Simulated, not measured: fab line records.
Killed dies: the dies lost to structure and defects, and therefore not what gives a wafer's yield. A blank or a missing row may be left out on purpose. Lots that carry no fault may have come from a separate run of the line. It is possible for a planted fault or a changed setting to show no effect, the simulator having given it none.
Matching of chambers | flow n5Finfet | aldMetal-02 running N5_HKMG_FIN_NWFM_ALD_20: 4 sister chambers
The step deposits TiAlC, target thk 2 nm, pulse time 3 s, purge time 2 s. 8 wafers are shown with their chamber, then 9 later ones without.

## WAFERS WITH THEIR CHAMBER
wafer  | chamber | heaterPowerW (W) | heaterPowerOuterW (W)
L080.6 | 2       | 475              | 276
L081.2 | 1       | 435              | 257
L081.5 | 2       | 482              | 269
L082.1 | 0       | 591              | 324
L082.6 | 3       | 515              | 293
L084.2 | 1       | 437              | 269
L084.4 | 0       | 600              | 330
L084.5 | 3       | 503              | 279

## WAFERS WITH NO CHAMBER GIVEN
wafer  | heaterPowerW (W) | heaterPowerOuterW (W)
L088.3 | 582              | 325
L088.5 | 598              | 328
L088.6 | 450              | 263
L089.1 | 487              | 285
L089.3 | 592              | 322
L089.4 | 470              | 277
L093.3 | 584              | 325
L093.5 | 505              | 284
L093.6 | 602              | 321

## WHICH CHAMBER EACH ONE RAN IN
wafer  | from the rows above     | in truth
L088.3 | 0                       | 0
L088.5 | 0                       | 0
L088.6 | 1                       | 1
L089.1 | can't be placed: 2 or 3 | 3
L089.3 | 0                       | 0
L089.4 | 2                       | 2
L093.3 | 0                       | 0
L093.5 | 3                       | 3
L093.6 | 0                       | 0
8 of 9 placed correctly. Can't be placed from these rows: 1 (the true chamber is among the candidates in 1). Wrongly placed: 0.
How it was worked out, from the rows above alone: a wafer's distance from a chamber is the root of the sum, over the readings, of the square of ((its reading less the chamber's mean) divided by the reading's scatter). The wafer belongs to the nearest chamber; if the next one is less than 2 further off, it can't be placed. A chamber's mean is the mean of its shown wafers. The scatter: the root of (the sum of the squares of (reading less its chamber's mean) over the shown wafers, divided by (wafers less chambers)).
